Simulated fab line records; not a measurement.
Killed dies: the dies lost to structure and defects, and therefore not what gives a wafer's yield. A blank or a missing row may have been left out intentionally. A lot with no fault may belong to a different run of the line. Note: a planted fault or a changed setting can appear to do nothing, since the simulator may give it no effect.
A single fault, viewed from 3 desks -- flow n5_finfet -- each desk holds nothing but its own numbers, with what lay behind them at the end

THE METROLOGY DESK
Lot by lot, what the gauges showed, no matter which tool ran the lot: averages of those sampled wafers that carry a number. A lot is out of limits, marked OUT, if its mean lies more than 4 standard deviations from the usual mean; the brackets give that distance. It has 12 readings, of which 7 appear: the earliest out of limits, and the ones furthest out on some lot.
Columns: A = DIBL_N at N5_BEOL_M4_RC_MEAS_101, usual 35.3 mV/V; B = DIBL_P at N5_BEOL_M4_RC_MEAS_101, usual 35 mV/V; C = IOFF_P at N5_BEOL_M4_RC_MEAS_101, usual 0.20 nA/um; D = ION_P at N5_BEOL_M4_RC_MEAS_101, usual 462 uA/um; E = VT_P at N5_BEOL_M4_RC_MEAS_101, usual -251 mV; F = cd_nm at N5_BEOL_M9_CD_MEAS_18, usual 70.6 nm; G = cd_nm at N5_BEOL_M9_CD_MEAS_28, usual 69.86 nm
lot,first seen here,A,B,C,D,E,F,G
L232,day 8 12:38,32.9,32,0.17,462,-250,69.5,69.94
L233,day 8 18:04,37.2,38,0.21,462,-254,70.5,69.48
L237,day 9 06:55,33.8,34,0.15,452,-255,70.9,69.85
L236,day 9 09:36,35.2,36,0.22,474,-249,71.6,69.81
L239,day 10 03:44,35.8,36,0.21,469,-250,70.6,69.97
L242,day 11 02:05,37.6,37,0.24,458,-247,70.8,57.95 (-44) OUT
L244,day 11 05:14,35.0,34,0.16,458,-254,70.3,59.58 (-38) OUT
L247,day 12 03:56,35.7,36,0.24,478,-244,70.4,69.86
L254,day 13 09:18,30.8,30,0.11,449,-258,70.6,69.80
L253,day 14 00:22,33.3,30,0.12,447,-260,70.6,70.14
This desk's verdict: out of limits on L242, L244, starting with L242 at day 13 00:09 (cd_nm at N5_BEOL_M9_CD_MEAS_28). L232, L233, L237, L236, L239, L247, L254, L253: within limits.

TOOL OWNER'S DESK, euv_scanner-02
The tool's own readings at N5_BEOL_M9_EXPOSE_25 (exposes mask V8): means of the sampled wafers that have a number, for each lot that ran on this tool. A lot is out of limits, marked OUT, if its mean lies more than 4 standard deviations from the usual mean; the brackets give that distance.
Columns: A = exposure_dose_mJ_cm2 at N5_BEOL_M9_EXPOSE_25, usual 37.15
lot,first seen here,A
L232,day 10 07:24,37.17
L237,day 11 02:44,37.09
L239,day 12 01:08,37.14
L242,day 13 00:01,23.53 (-99 or more) OUT
L244,day 13 07:05,26.32 (-99 or more) OUT
This desk's verdict: out of limits on L242, L244, starting with L242 at day 13 00:01 (exposure_dose_mJ_cm2 at N5_BEOL_M9_EXPOSE_25). L232, L237, L239: within limits.

THE DEFECT DESK
Per lot, the means of the sampled wafers with a number show what the inspections along the route counted. A lot is out of limits, marked OUT, if its mean lies more than 4 standard deviations from the usual mean; the brackets give that distance.
Columns: A = raw_defect_count at N5_BEOL_M9_INSPECT_13, usual 418
lot,first seen here,A
L232,day 10 04:44,494
L233,day 10 13:28,532
L237,day 11 02:02,378
L236,day 11 09:37,352
L239,day 11 23:25,448
L242,day 12 21:53,526
L244,day 13 04:51,335
L247,day 14 00:10,357
L254,day 15 04:17,384
L253,day 15 20:38,460
This desk found nothing out of limits on any of the 10 lots.

BROUGHT TOGETHER
An alarm could have come from the tool owner's desk at day 13 00:01, on L242, L244.
At day 13 00:09 the metrology desk could have sounded an alarm, on L242, L244.
Nothing out of limits was seen by the defect desk.
The defect desk has L242, L244 on record, within its limits.
Every lot named ran N5_BEOL_M9_EXPOSE_25 on euv_scanner-02.

WHAT THE SIMULATOR PUT IN
Process parameters drifting: euv_scanner-02 at N5_BEOL_M9_EXPOSE_25, beginning at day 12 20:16. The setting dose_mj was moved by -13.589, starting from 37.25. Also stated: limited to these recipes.
Shown lots that were struck: L242, L244.
Hours from the fault's start to each desk's first reading out of limits: the tool owner's desk, 4; the metrology desk, 4.
